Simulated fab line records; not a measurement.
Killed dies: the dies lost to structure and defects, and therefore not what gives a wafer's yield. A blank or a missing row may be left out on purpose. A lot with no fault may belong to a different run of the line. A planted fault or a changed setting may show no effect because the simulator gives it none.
fab line records | flow nand_harc
record: lots: 13 wafers: 39 last_day: 30
route steps=1302 shown A_STAIRCASE@849 A_BONDPAD@1231 THIN_TSV@1265 END@1302
lots with no fault: from the same line, run without faults
start_h: hours from the record's opening day to when the first of the lot's shown wafers began | wait_h: hours since the lot's step before | " same as the row above | L1.1+2: a single row standing in for several wafers | - no value, or no start given | * or withheld: withheld | < > ~ a bound
route shown NAME@n: a module of which the file shows steps, and the number in the route of the first | usual: mean/standard deviation of fault-free wafers | same: alike in all rows | chamber/n: place in a boat | sites: readings site by site | _std_site: standard deviation of those values | _edge_site: the outer-site mean with the inner-site mean subtracted | radius_mm: how far each site lies from the wafer's centre | mask NAME#n: copy n | behind: the tool/chamber that last shaped the wafer | hold: reason for holding the lot/hours on hold/outcome of the hold | device: the transistor (n, p or np) that didn't switch | end of line: the same wafers' tests at the end of the route | where a step has no rows: the recipe by itself | killed: the dies lost at the first sort to structure and to defects; this is not the yield of the wafer | map: a wafer's dies, marking killed ones x, the rest . and places with no die _
set.NAME: the setting the step ran with; set.NAME@STEP: the setting that earlier step ran with | model.NAME: the simulator's own value behind a step, which no gauge read
one table for each step of the route and one row for each wafer, over a sample of lots
services: from which hour (start_h, from the record's first day; less than 0 if before it) a tool's chamber was out of use, for how many hours, and why
== steps ==
step: NHARC_A_STAIRCASE_CVD_552
recipe: target_thk_a: 400 temp_c: 700 pressure_mtorr: 300 material: SiNx
usual: spike_tc_lower_C: 700.8/1.1 spike_tc_upper_C: 700.6/1.1 zone_power_lower_pct: 11.0/0.99
columns lot.wafer tool chamber start_h wait_h spike_tc_lower_C spike_tc_upper_C zone_power_lower_pct
L670.1 lpcvd-01 0 408.09 - 700.3 700.4 11.4
L670.3 " 0 " " 700.0 700.5 11.1
L670.6 " 0 " " 700.0 699.8 11.2
L672.2 lpcvd-01 1 421.79 - 700.3 698.6 11.8
L672.3 " 1 " " 698.7 699.1 11.6
L672.5 " 1 " " 697.9 698.2 11.7
L673.1 lpcvd-01 1 421.79 - 701.0 699.6 11.8
L673.2 " 1 " " 701.3 699.5 11.9
L673.3 " 1 " " 700.9 699.7 11.6
L674.2 lpcvd-01 1 443.68 - 700.7 700.4 11.9
L674.4 " 1 " " 700.1 699.6 11.8
L674.6 " 1 " " 700.8 698.9 12.0
L675.3 lpcvd-01 1 454.10 - 700.3 700.4 11.8
L675.5 " 1 " " 700.4 700.5 11.7
L675.6 " 1 " " 698.8 700.8 12.0
L676.1 lpcvd-02 1 467.40 - 701.6 699.9 9.4
L676.3 " 1 " " 700.6 699.6 9.6
L676.6 " 1 " " 703.2 700.8 9.6
L679.1 lpcvd-02 0 482.12 - 701.2 700.0 9.4
L679.3 " 0 " " 700.5 702.4 9.5
L679.4 " 0 " " 700.9 700.9 9.6
L678.2 lpcvd-01 1 485.36 - 699.6 701.7 11.8
L678.4 " 1 " " 700.9 700.8 11.8
L678.6 " 1 " " 700.3 699.2 11.8
L680.3 lpcvd-01 1 492.67 - 701.3 698.2 11.9
L680.5 " 1 " " 701.4 700.0 12.0
L680.6 " 1 " " 699.5 699.0 11.9
L681.1 lpcvd-01 1 507.57 - 699.1 701.1 11.9
L681.5 " 1 " " 699.1 699.0 11.9
L681.6 " 1 " " 700.3 701.0 11.7
L683.1 lpcvd-01 0 517.57 - 700.0 702.0 11.1
L683.3 " 0 " " 700.6 702.6 11.1
L683.6 " 0 " " 700.8 700.5 11.1
L684.4 lpcvd-01 0 543.07 - 700.5 700.7 11.2
L684.5 " 0 " " 701.2 699.6 11.0
L684.6 " 0 " " 701.6 702.1 11.2
L686.2 lpcvd-02 1 562.79 - 701.9 698.9 9.3
L686.3 " 1 " " 700.6 699.6 9.4
L686.4 " 1 " " 701.8 701.4 9.4
step: NHARC_A_BONDPAD_CMP_19
recipe: t_overpolish_s: 30 cu_recess_touch_s: 16 target_thk_nm: 169.82
usual: motor_current_A: 12.0/1.1 overpolish_run_s: 30.000/0.0085 retaining_ring_pressure_frac: 1.000/0.0046 slurry_filter_dp_kPa: 13.47/0.15
columns lot.wafer tool chamber start_h wait_h motor_current_A overpolish_run_s retaining_ring_pressure_frac slurry_filter_dp_kPa
L670.3 cmp-03 0 543.37 - 12.3 29.989 1.003 13.50
L670.1 " 2 " " 12.0 30.003 0.995 13.55
L670.6 " 1 " " 10.4 30.020 1.010 13.42
L673.1 cmp-02 2 559.94 - 11.9 30.004 1.013 13.57
L673.3 " 0 " " 13.9 29.999 1.000 13.65
L673.2 " 1 " " 12.9 30.014 1.002 13.55
L672.2 cmp-02 3 561.33 - 11.0 29.994 1.001 13.43
L672.3 " 0 " " 13.7 30.007 0.987 13.36
L672.5 " 3 " " 9.9 29.994 1.003 13.46
L674.2 cmp-02 1 569.64 - 12.5 30.001 0.997 13.54
L674.4 " 2 " " 11.9 29.996 1.004 13.53
L674.6 " 1 " " 12.5 30.001 1.001 13.69
L675.3 cmp-01 2 587.77 - 12.5 29.988 1.005 13.78
L675.6 " 3 " " 11.5 29.976 0.993 13.27
L675.5 " 0 " " 10.2 29.986 1.005 13.68
L676.3 cmp-01 1 603.32 - 10.7 30.007 0.999 13.49
L676.1 " 0 " " 10.5 29.991 1.003 13.51
L676.6 " 2 " " 12.9 30.006 0.997 13.28
L679.1 cmp-01 0 617.92 - 10.8 29.997 0.998 13.57
L679.4 " 1 " " 11.4 30.017 0.996 13.47
L679.3 " 2 " " 12.0 29.994 1.001 13.83
L678.2 cmp-03 1 618.67 - 10.1 30.001 0.999 13.40
L678.4 " 2 " " 13.1 30.004 1.005 13.56
L678.6 " 2 " " 13.8 30.002 1.007 13.44
L680.3 cmp-02 2 623.22 - 11.9 29.986 0.992 13.40
L680.6 " 1 " " 12.4 30.006 0.996 13.61
L680.5 " 2 " " 11.7 30.007 0.992 13.51
L681.1 cmp-01 2 645.66 - 12.6 30.004 1.003 13.92
L681.5 " 1 " " 10.8 29.999 0.996 13.20
L681.6 " 2 " " 12.1 29.999 1.001 13.53
L683.3 cmp-03 2 655.36 - 12.3 30.003 0.998 13.26
L683.1 " 0 " " 12.6 30.002 0.997 13.27
L683.6 " 1 " " 10.6 30.007 0.995 13.29
L684.4 cmp-02 3 678.80 - 10.6 29.999 1.007 13.58
L684.5 " 1 " " 12.9 30.002 0.993 13.29
L684.6 " 2 " " 12.4 30.002 1.002 13.25
L686.4 cmp-02 3 697.66 - 10.8 30.005 1.003 13.40
L686.3 " 0 " " 14.1 29.990 1.002 13.46
L686.2 " 1 " " 13.3 30.012 1.003 13.29
step: NHARC_THIN_TSV_STRIP_45
recipe: power_w: 1500 temp_c: 250 chemistry: O2
usual: drypump_motor_current_A: 5.89/0.25 heater_power_w: 331/60
columns lot.wafer tool chamber start_h wait_h drypump_motor_current_A heater_power_w rf_hours_counter_h
L670.1 plasma_asher-02 1 560.47 0.1 6.03 358 28
L670.3 " 0 " " 6.01 247 -
L670.6 " 0 " " 6.01 244 -
L673.2 plasma_asher-02 0 573.59 0.1 6.00 247 30
L673.1 " 1 " " 6.05 364 30
L673.3 " 0 " " 5.99 242 -
L672.2 plasma_asher-02 1 574.67 0.1 6.04 360 31
L672.3 " 1 " " 6.04 365 -
L672.5 " 0 " " 6.02 242 -
L674.2 plasma_asher-02 1 583.46 0.1 6.07 367 33
L674.4 " 0 " " 6.01 244 -
L674.6 " 0 " " 6.01 247 -
L675.3 plasma_asher-01 0 601.64 0.2 5.38 322 -
L675.5 " 1 " " 5.96 390 -
L675.6 " 0 " " 5.34 332 -
L676.1 plasma_asher-02 1 617.19 0.1 6.04 380 2
L676.3 " 0 " " 6.02 250 -
L676.6 " 1 " " 6.05 380 -
L679.1 plasma_asher-02 0 631.87 0.3 6.00 244 4
L679.3 " 1 " " 6.05 380 -
L679.4 " 0 " " 6.02 252 -
L678.2 plasma_asher-02 0 633.04 0.1 6.00 254 4
L678.4 " 0 " " 6.01 247 -
L678.6 " 0 " " 6.00 244 -
L680.3 plasma_asher-01 1 637.00 0.2 6.01 386 -
L680.6 " 0 " " 5.39 337 -
L680.5 " 1 " " 5.97 389 -
L681.1 plasma_asher-01 0 658.98 0.1 5.37 328 28
L681.6 " 1 " " 5.92 388 -
L681.5 " 0 " " 5.37 331 -
L683.1 plasma_asher-01 0 669.20 0.1 5.37 333 30
L683.3 " 1 " " 5.94 380 -
L683.6 " 1 " " 6.00 385 -
L684.4 plasma_asher-02 1 692.51 0.2 6.08 382 -
L684.6 " 1 " " 6.05 377 -
L684.5 " 0 " " 6.02 252 -
L686.2 plasma_asher-01 0 712.25 0.1 5.38 344 1
L686.4 " 0 " " 5.36 334 -
L686.3 " 1 " " 5.98 387 -
step: NHARC_THIN_TSV_DEGAS_53
recipe: temp_c: 300 time_s: 60
usual: heater_power_w: 481/47
same: time_s: 60
columns lot.wafer tool chamber start_h wait_h heater_power_w
L670.3 pvd_sputter-02 - 564.16 0.1 454
L670.1 " - " " 577
L670.6 " - " " 456
L673.2 pvd_sputter-01 - 577.70 0.1 547
L673.1 " - " " 429
L673.3 " - " " 477
L672.3 pvd_sputter-03 - 578.56 0.1 467
L672.2 " - " " 466
L672.5 " - " " 475
L674.2 pvd_sputter-03 - 587.22 0.1 467
L674.4 " - " " 467
L674.6 " - " " 467
L675.3 pvd_sputter-02 - 605.28 0.1 562
L675.5 " - " " 449
L675.6 " - " " 568
L676.3 pvd_sputter-01 - 620.87 0.1 560
L676.1 " - " " 530
L676.6 " - " " 411
L679.1 pvd_sputter-01 - 635.54 0.1 422
L679.3 " - " " 474
L679.4 " - " " 562
L678.4 pvd_sputter-03 - 636.76 0.1 456
L678.2 " - " " 468
L678.6 " - " " 462
L680.3 pvd_sputter-01 - 640.62 0.1 530
L680.6 " - " " 426
L680.5 " - " " 467
L681.1 pvd_sputter-01 - 662.66 0.1 457
L681.6 " - " " 422
L681.5 " - " " 473
L683.3 pvd_sputter-03 - 672.92 0.1 446
L683.1 " - " " 429
L683.6 " - " " 451
L684.4 pvd_sputter-01 - 696.17 0.1 426
L684.5 " - " " 532
L684.6 " - " " 427
L686.2 pvd_sputter-01 - 716.04 0.1 553
L686.3 " - " " 532
L686.4 " - " " 413
step: NHARC_END_SORT_01
recipe: temp_c: 25
usual: killed_at_array: 54/17 killed_at_other: 0.7/1 killed_at_periphery: 3.7/2.9 killed_dies: 58/16 killed_open: 3.2/1.9 killed_short: 2.2/1.5
same: gross_dies: 677
columns lot.wafer tool chamber start_h wait_h killed_at_array killed_at_other killed_at_periphery killed_dies killed_open killed_short
L684.4 prober-01 0 708.59 3.3 364 0 7 371 5 3
L684.5 prober-01 0 709.38 3.6 378 0 6 384 4 6
L684.6 prober-01 0 710.16 3.9 358 0 5 363 8 2
killed by level:class
L684.4 A_STAIRCASE:area_cvd=331 A_CHANNEL_HOLE_D2:chamber_film_flake=12 A_CONTACT:chamber_film_flake=6 P_GATE:chamber_film_flake=3 A_WL_FILL:geometric_particle:short=2 P_ZERO_WELL:chamber_film_flake=2 A_SLIT:chamber_film_flake=2 A_BONDPAD:chamber_film_flake=2
L684.5 A_STAIRCASE:area_cvd=330 A_CHANNEL_HOLE_D2:chamber_film_flake=20 A_CONTACT:chamber_film_flake=8 A_CHANNEL_HOLE_D1:chamber_film_flake=7 P_BONDPAD:chamber_film_flake=3 A_SLIT:chamber_film_flake=3 A_WL_FILL:geometric_particle:short=2 A_WL_FILL:geometric_particle:open=2
L684.6 A_STAIRCASE:area_cvd=314 A_CHANNEL_HOLE_D2:chamber_film_flake=12 A_SLIT:chamber_film_flake=6 A_CHANNEL_HOLE_D1:chamber_film_flake=5 A_CONTACT:chamber_film_flake=5 A_STAIRCASE:chamber_film_flake=4 A_CONTACT:geometric_particle:open=2 A_BLC:geometric_particle:open=2
== services ==
columns tool chamber start_h hours kind
plasma_asher-01 - 394.60 2.3 repair
cmp-01 - 399.77 1.3 repair
pvd_sputter-01 - 404.03 10.0 pm
pvd_sputter-03 - 413.87 0.5 repair
pvd_sputter-03 - 417.57 2.5 repair
plasma_asher-02 - 426.13 9.0 pm
cmp-02 - 428.51 4.0 pm
cmp-01 - 431.52 0.3 repair
cmp-02 - 452.24 1.5 repair
cmp-01 - 458.25 0.8 repair
cmp-02 - 468.79 1.6 repair
lpcvd-01 - 478.11 0.3 repair
cmp-01 - 479.61 4.0 pm
cmp-02 - 516.51 0.5 repair
plasma_asher-01 - 519.19 9.0 pm
pvd_sputter-03 - 526.00 10.0 pm
cmp-02 - 526.51 4.0 pm
pvd_sputter-01 - 582.03 10.0 pm
cmp-02 - 583.59 0.6 repair
plasma_asher-02 - 595.55 1.3 repair
plasma_asher-02 - 603.20 9.0 pm
cmp-02 - 624.51 4.0 pm
plasma_asher-01 - 696.19 9.0 pm
cmp-02 - 699.17 1.9 repair
== key ==
first_sign: step: NHARC_END_SORT_01 reading: killed_dies direction: up sigmas: 19 usual: 58 struck: 373
effect: step: NHARC_END_SORT_01 reading: killed_at_array direction: up sigmas: 19 usual: 54 struck: 367
more_kills_born_at: NHARC_A_STAIRCASE_CVD_552@lpcvd-01: 975
met_at NHARC_A_STAIRCASE_CVD_552
struck_lots L684
struck_wafers L684.4,L684.5,L684.6
tester_left_out L684
not_acting_at NHARC_A_BONDPAD_CMP_19,NHARC_THIN_TSV_STRIP_45,NHARC_THIN_TSV_DEGAS_53
onset_between 517.57 543.07
fault: kind: process_parameter_drift tool: lpcvd-01 chamber: 0 onset_h: 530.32 steps: NHARC_A_STAIRCASE_CVD_552 channel: target_thk_a offset: * shape: step end_h: 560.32 acts_in: * stated: *
tester_left_out: of these lots the tester's yield and bins aren't shown, on N5 and GAA mostly nor the transistor test; their killed dies are dies lost to structure and defects alone, not to doping, threshold or leakage, so they don't give the yield
